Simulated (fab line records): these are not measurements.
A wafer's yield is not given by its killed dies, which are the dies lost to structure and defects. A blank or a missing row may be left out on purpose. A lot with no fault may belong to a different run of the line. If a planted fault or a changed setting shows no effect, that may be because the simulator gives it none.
fab line records | flow nand-harc
record: lots: 6 | wafers: 18 | last-day: 33
route steps=1302 shown A_STAIRCASE@657
lots that met no fault: from a run of the same line without faults
start-h: hours from the record's first day to the start of the lot's first wafer shown | wait-h: hours from the lot's prior step to this one | " identical to the entry in the row above | L1.1+2: a row that stands for several wafers | - no value present, or no start provided | * or withheld: withheld | < > ~ a bound
route shown NAME@n: a module of which the file shows steps, and the number in the route of the first | usual: the fault-free wafers' mean and standard deviation | same: alike in all rows | chamber/n: place in a boat | sites: readings site by site | _std_site: standard deviation across them | _edge_site: outer sites' mean less inner sites' | radius-mm: how far each site lies from the wafer's centre | mask NAME#n: copy n | behind: the last tool/chamber to shape the wafer | hold: why the lot went on hold/how many hours it stayed there/how the hold came to an end | device: the n, p or np transistor that did not switch | end of line: the tests these same wafers got at the end of their route | a step with no rows: only its recipe | killed: count of dies lost to structure and defects at first sort (not the wafer's yield) | map: per-die view of a wafer (x killed, . not killed, _ where there is no die)
set.NAME: the setting as run; set.NAME@STEP: as run at that earlier step | model.NAME: the simulator's own value behind a step, which no gauge read
lots at some steps of the route; a table a step, a row a wafer
services: the hour from which a tool's chamber was out of use, counted from the record's first day as start-h (under 0 if before that day), plus the number of hours and why
== steps ==
step: NHARC_A_STAIRCASE_DEHYDRATE_01
recipe: temp-c: 150 | time-s: 120
step: NHARC_A_STAIRCASE_HMDS_02
recipe: time-s: 30
step: NHARC_A_STAIRCASE_COAT_03
recipe: spin-rpm: 1200
step: NHARC_A_STAIRCASE_SOFTBAKE_04
recipe: temp-c: 135 | time-s: 170
step: NHARC_A_STAIRCASE_EBR_05
step: NHARC_A_STAIRCASE_EXPOSE_06
recipe: na: 0.5 | dose-mj: 25.43 | mask-id: STAIR
step: NHARC_A_STAIRCASE_PEB_07
recipe: peb-temp-c: 115 | peb-time-s: 130
step: NHARC_A_STAIRCASE_DEVELOP_08
recipe: time-s: 140
step: NHARC_A_STAIRCASE_HARDBAKE_10
recipe: temp-c: 120 | time-s: 140
step: NHARC_A_STAIRCASE_DESCUM_11
recipe: time-s: 3 | o2-flow-sccm: 200 | ar-flow-sccm: 0 | bias-power-w: 0 | chemistry: O2
usual: chamber-pressure-mTorr: 60.00/0.057 | drypump-motor-current-A: 5.7/0.56 | oes-product-au: 0.998/0.0077 | rf-vpp-V: 57.9/0.87 | showerhead-plenum-p-Torr: 1.93/0.096 | throttle-valve-pct: 11.311/0.0094
lot.wafer | tool        | chamber | start-h | wait-h | chamber-pressure-mTorr | drypump-motor-current-A | oes-product-au | rf-hours-counter-h | rf-vpp-V | showerhead-plenum-p-Torr | throttle-valve-pct
L692.1    | rie-diel-05 | 2       | 358.97  | -      | 60.07                  | 4.7                     | 0.989          | 39                 | 58.1     | 1.91                     | 11.313
L692.2    | "           | 3       | "       | "      | 59.99                  | 6.3                     | 0.997          | 34                 | 58.6     | 2.02                     | 11.312
L692.6    | "           | 2       | "       | "      | 59.98                  | 4.7                     | 0.992          | -                  | 59.2     | 1.91                     | 11.317
L702.2    | rie-diel-05 | 1       | 462.96  | -      | 60.03                  | 5.3                     | 1.013          | 13                 | 58.9     | 1.98                     | 11.311
L702.6    | "           | 2       | "       | "      | 60.07                  | 4.7                     | 0.992          | -                  | 58.1     | 1.90                     | 11.330
L702.5    | "           | 3       | "       | "      | 59.90                  | 6.3                     | 0.998          | -                  | 57.4     | 2.01                     | 11.306
L705.4    | rie-diel-05 | 3       | 497.21  | -      | 59.99                  | 6.3                     | 0.988          | 22                 | 58.5     | 2.01                     | 11.324
L705.1    | "           | 0       | "       | "      | 60.04                  | 5.8                     | 0.998          | 23                 | 57.7     | 1.79                     | 11.302
L705.5    | "           | 2       | "       | "      | 59.99                  | 4.7                     | 0.982          | -                  | 58.6     | 1.89                     | 11.322
L708.4    | rie-diel-01 | 1       | 531.18  | -      | 59.83                  | 6.2                     | 1.010          | 37                 | 56.7     | 1.99                     | 11.316
L708.2    | "           | 2       | "       | "      | 60.04                  | 6.4                     | 1.003          | 59                 | 58.5     | 2.06                     | 11.317
L708.5    | "           | 0       | "       | "      | 60.05                  | 4.9                     | 1.007          | -                  | 59.5     | 2.06                     | 11.314
L711.3    | rie-diel-01 | 0       | 556.25  | -      | 59.91                  | 4.8                     | 1.007          | 55                 | 58.0     | 2.06                     | 11.310
L711.2    | "           | 1       | "       | "      | 60.02                  | 6.2                     | 1.008          | 49                 | 58.0     | 1.98                     | 11.300
L711.5    | "           | 1       | "       | "      | 60.08                  | 6.3                     | 0.998          | -                  | 57.7     | 1.98                     | 11.304
L712.4    | rie-diel-05 | 0       | 572.73  | -      | 59.97                  | 5.9                     | 0.988          | 47                 | 57.4     | 1.78                     | 11.305
L712.2    | "           | 2       | "       | "      | 59.97                  | 4.7                     | 0.993          | 47                 | 57.3     | 1.89                     | 11.317
L712.6    | "           | 0       | "       | "      | 59.98                  | 5.8                     | 0.997          | -                  | 55.9     | 1.78                     | 11.310
step: NHARC_A_STAIRCASE_TRIM_12
recipe: time-s: 211.2 | o2-flow-sccm: 500 | ar-flow-sccm: 0 | bias-w: 0 | chemistry: O2
usual: chamber-pressure-mTorr: 60.00/0.056 | drypump-motor-current-A: 5.7/0.55 | oes-product-au: 0.998/0.0074 | rf-vpp-V: 57.8/0.93 | showerhead-plenum-p-Torr: 3.56/0.16 | throttle-valve-pct: 17.037/0.0087
lot.wafer | tool        | chamber | start-h | wait-h | chamber-pressure-mTorr | drypump-motor-current-A | oes-product-au | rf-hours-counter-h | rf-vpp-V | showerhead-plenum-p-Torr | throttle-valve-pct
L692.2    | rie-diel-05 | 2       | 359.06  | 0.1    | 60.01                  | 4.7                     | 0.995          | 39                 | 57.4     | 3.52                     | 17.029
L692.1    | "           | 3       | "       | "      | 59.98                  | 6.3                     | 0.997          | 34                 | 56.7     | 3.72                     | 17.040
L692.6    | "           | 2       | "       | "      | 59.97                  | 4.7                     | 1.004          | -                  | 56.9     | 3.52                     | 17.034
L702.2    | rie-diel-05 | 2       | 463.16  | 0.2    | 60.03                  | 4.6                     | 0.991          | 11                 | 58.8     | 3.50                     | 17.033
L702.6    | "           | 1       | "       | "      | 59.98                  | 5.3                     | 0.994          | -                  | 57.2     | 3.64                     | 17.026
L702.5    | "           | 2       | "       | "      | 60.01                  | 4.7                     | 0.986          | -                  | 57.5     | 3.50                     | 17.033
L705.4    | rie-diel-05 | 0       | 497.28  | 0.1    | 59.99                  | 5.8                     | 0.999          | 24                 | 57.2     | 3.31                     | 17.036
L705.1    | "           | 2       | "       | "      | 60.04                  | 4.7                     | 0.995          | 22                 | 58.0     | 3.50                     | 17.027
L705.5    | "           | 0       | "       | "      | 60.01                  | 5.9                     | 0.992          | -                  | 56.0     | 3.31                     | 17.032
L708.2    | rie-diel-01 | 1       | 531.25  | 0.1    | 60.05                  | 6.3                     | 0.996          | 37                 | 59.3     | 3.65                     | 17.034
L708.4    | "           | 0       | "       | "      | 60.03                  | 4.9                     | 1.003          | 43                 | 58.2     | 3.78                     | 17.044
L708.5    | "           | 2       | "       | "      | 60.03                  | 6.4                     | 1.007          | -                  | 59.3     | 3.77                     | 17.039
L711.3    | rie-diel-01 | 2       | 556.36  | 0.1    | 60.03                  | 6.4                     | 1.008          | 68                 | 58.5     | 3.77                     | 17.040
L711.2    | "           | 3       | "       | "      | 60.04                  | 6.1                     | 0.998          | 62                 | 57.9     | 3.28                     | 17.042
L711.5    | "           | 1       | "       | "      | 59.91                  | 6.3                     | 1.004          | -                  | 58.2     | 3.65                     | 17.030
L712.2    | rie-diel-05 | 2       | 573.02  | 0.3    | 60.06                  | 4.7                     | 1.001          | 48                 | 56.9     | 3.48                     | 17.022
L712.4    | "           | 3       | "       | "      | 59.95                  | 6.3                     | 0.996          | 46                 | 58.3     | 3.68                     | 17.043
L712.6    | "           | 3       | "       | "      | 59.91                  | 6.3                     | 0.993          | -                  | 59.4     | 3.68                     | 17.023
step: NHARC_A_STAIRCASE_ETCH_13
recipe: target-depth-a: 1000 | time-s: 40.5 | ion-energy-ev: 400 | c4f8-flow-sccm: 20 | o2-flow-sccm: 10 | ar-flow-sccm: withheld | rf-w: 600 | bias-w: 1000 | chemistry: C4F8/O2
usual: chamber-pressure-mTorr: 25.001/0.023 | oes-product-au: 0.941/0.017 | rf-vpp-V: 897/6.2 | run-length-s: 62.1/0.43
lot.wafer | tool        | chamber | start-h | wait-h | chamber-pressure-mTorr | oes-product-au | rf-hours-counter-h | rf-vpp-V | run-length-s
L692.2    | rie-diel-05 | 1       | 359.20  | -      | 24.977                 | 0.933          | 39                 | 901      | 62.5
L692.1    | "           | 2       | "       | "      | 25.002                 | 0.935          | 39                 | 896      | 62.3
L692.6    | "           | 1       | "       | "      | 25.034                 | 0.930          | -                  | 900      | 62.4
L702.2    | rie-diel-05 | 2       | 463.32  | -      | 25.006                 | 0.929          | 12                 | 895      | 62.4
L702.5    | "           | 3       | "       | "      | 25.011                 | 0.932          | -                  | 901      | 61.8
L702.6    | "           | 0       | "       | "      | 25.014                 | 0.954          | -                  | 889      | 50.9
L705.1    | rie-diel-05 | 3       | 497.44  | -      | 24.989                 | 0.957          | 22                 | 902      | 61.7
L705.4    | "           | 0       | "       | "      | 25.057                 | 0.951          | 24                 | 886      | 50.6
L705.5    | "           | 2       | "       | "      | 24.985                 | 0.942          | -                  | 894      | 62.2
L708.2    | rie-diel-01 | 1       | 531.41  | -      | 25.009                 | 0.934          | 37                 | 899      | 62.0
L708.4    | "           | 0       | "       | "      | 24.973                 | 0.935          | 43                 | 906      | 61.8
L708.5    | "           | 2       | "       | "      | 25.000                 | 0.934          | -                  | 904      | 62.3
L711.3    | rie-diel-01 | 3       | 556.49  | -      | 24.985                 | 0.956          | 62                 | 887      | 62.3
L711.2    | "           | 2       | "       | "      | 25.027                 | 0.963          | 68                 | 904      | 62.3
L711.5    | "           | 3       | "       | "      | 25.027                 | 0.957          | -                  | 887      | 62.2
L712.2    | rie-diel-05 | 2       | 573.27  | -      | 24.979                 | 0.934          | 48                 | 894      | 62.3
L712.4    | "           | 3       | "       | "      | 25.022                 | 0.932          | 46                 | 901      | 62.0
L712.6    | "           | 0       | "       | "      | 24.993                 | 0.910          | -                  | 889      | 61.9
step: NHARC_A_STAIRCASE_TRIM_14
recipe: time-s: 211.2 | o2-flow-sccm: 500 | ar-flow-sccm: 0 | bias-w: 0 | chemistry: O2
usual: chamber-pressure-mTorr: 60.00/0.058 | drypump-motor-current-A: 5.7/0.56 | oes-product-au: 1.000/0.0074 | rf-vpp-V: 57.7/0.94 | showerhead-plenum-p-Torr: 3.56/0.17 | throttle-valve-pct: 17.036/0.0091
lot.wafer | tool        | chamber | start-h | wait-h | chamber-pressure-mTorr | drypump-motor-current-A | oes-product-au | rf-hours-counter-h | rf-vpp-V | showerhead-plenum-p-Torr | throttle-valve-pct
L692.2    | rie-diel-05 | 2       | -       | -      | 59.92                  | 4.7                     | 0.995          | 39                 | 58.4     | 3.52                     | 17.030
L692.1    | "           | 3       | "       | "      | 59.95                  | 6.3                     | 0.999          | 35                 | 58.1     | 3.72                     | 17.051
L692.6    | "           | 3       | "       | "      | 60.09                  | 6.3                     | 0.991          | -                  | 58.3     | 3.72                     | 17.041
L702.2    | rie-diel-05 | 2       | -       | -      | 59.93                  | 4.7                     | 0.986          | 12                 | 57.6     | 3.50                     | 17.036
L702.6    | "           | 0       | "       | "      | 60.09                  | 5.9                     | 0.999          | -                  | 57.3     | 3.31                     | 17.037
L702.5    | "           | 1       | "       | "      | 60.04                  | 5.3                     | 0.993          | -                  | 59.3     | 3.64                     | 17.037
L705.1    | rie-diel-05 | 1       | -       | -      | 60.00                  | 5.3                     | 0.990          | 24                 | 58.0     | 3.63                     | 17.021
L705.4    | "           | 2       | "       | "      | 59.99                  | 4.7                     | 0.993          | 22                 | 55.6     | 3.50                     | 17.026
L705.5    | "           | 2       | "       | "      | 59.93                  | 4.7                     | 0.992          | -                  | 56.7     | 3.50                     | 17.024
L708.2    | rie-diel-01 | 0       | -       | -      | 60.00                  | 4.9                     | 1.009          | 43                 | 58.6     | 3.78                     | 17.036
L708.4    | "           | 2       | "       | "      | 59.98                  | 6.4                     | 1.010          | 59                 | 58.7     | 3.77                     | 17.045
L708.5    | "           | 3       | "       | "      | 60.01                  | 6.1                     | 1.003          | -                  | 57.2     | 3.28                     | 17.036
L711.3    | rie-diel-01 | 3       | -       | -      | 60.05                  | 6.0                     | 0.988          | 62                 | 56.3     | 3.28                     | 17.034
L711.2    | "           | 0       | "       | "      | 59.92                  | 4.9                     | 0.997          | 55                 | 57.6     | 3.78                     | 17.026
L711.5    | "           | 3       | "       | "      | 60.04                  | 6.0                     | 0.989          | -                  | 57.1     | 3.28                     | 17.035
L712.2    | rie-diel-05 | 0       | -       | -      | 59.87                  | 5.8                     | 0.982          | 47                 | 57.0     | 3.30                     | 17.027
L712.4    | "           | 2       | "       | "      | 59.94                  | 4.7                     | 0.997          | 48                 | 57.2     | 3.48                     | 17.040
L712.6    | "           | 3       | "       | "      | 60.04                  | 6.3                     | 1.001          | -                  | 58.0     | 3.68                     | 17.044
== services ==
tool        | chamber | start-h | hours | kind
rie-diel-05 | 0       | 340.06  | -     | clean
rie-diel-05 | 1       | 340.06  | -     | clean
rie-diel-05 | 2       | 340.06  | -     | clean
rie-diel-05 | 3       | 340.06  | -     | clean
rie-diel-01 | 2       | 354.91  | 5.2   | repair
rie-diel-05 | 0       | 364.56  | -     | clean
rie-diel-05 | 1       | 364.56  | -     | clean
rie-diel-05 | 2       | 364.56  | -     | clean
rie-diel-05 | 3       | 364.56  | -     | clean
rie-diel-01 | -       | 380.80  | 9.0   | pm
rie-diel-05 | 0       | 389.75  | -     | clean
rie-diel-05 | 1       | 389.75  | -     | clean
rie-diel-05 | 2       | 389.75  | -     | clean
rie-diel-05 | 3       | 389.75  | -     | clean
rie-diel-05 | -       | 409.71  | 9.0   | pm
rie-diel-05 | 0       | 409.71  | 9.0   | vent-cycle
rie-diel-05 | 1       | 409.71  | 9.0   | vent-cycle
rie-diel-05 | 2       | 409.71  | 9.0   | vent-cycle
rie-diel-05 | 3       | 409.71  | 9.0   | vent-cycle
rie-diel-05 | 0       | 418.71  | -     | clean
rie-diel-05 | 1       | 418.71  | -     | clean
rie-diel-05 | 1       | 418.71  | -     | consumable-replace:focus-ring
rie-diel-01 | 1       | 476.34  | 10.3  | repair
rie-diel-01 | -       | 557.80  | 9.0   | pm
== key ==
first-sign: step: NHARC_A_STAIRCASE_ETCH_13 | reading: run-length-s | direction: down | sigmas: 27 | usual: * | struck: *
effect none on later readings
met-at NHARC_A_STAIRCASE_ETCH_13
struck-wafers L702.6,L705.4
later-rows-left-out L702.6,L705.4
sort-left-out L702.6,L705.4
tester-left-out L702,L705
fault: kind: process-parameter-drift | tool: rie-diel-05 | chamber: 0 | onset-h: 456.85 | steps: NHARC_A_STAIRCASE_ETCH_13 | channel: time-s | offset: * | shape: step | end-h: 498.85 | acts-in: * | stated: *
tester-left-out: of these lots the tester's yield and bins aren't shown, on N5 and GAA mostly nor the transistor test; their killed dies are dies lost to structure and defects alone, not to doping, threshold or leakage, so they don't give the yield
sort-left-out: the simulated sort isn't trusted on such a fault, so these wafers' sort isn't shown, and their yield isn't known
later-rows-left-out: the simulator's readings of these wafers behind a module that went badly wrong aren't trusted and aren't shown, but for the sort
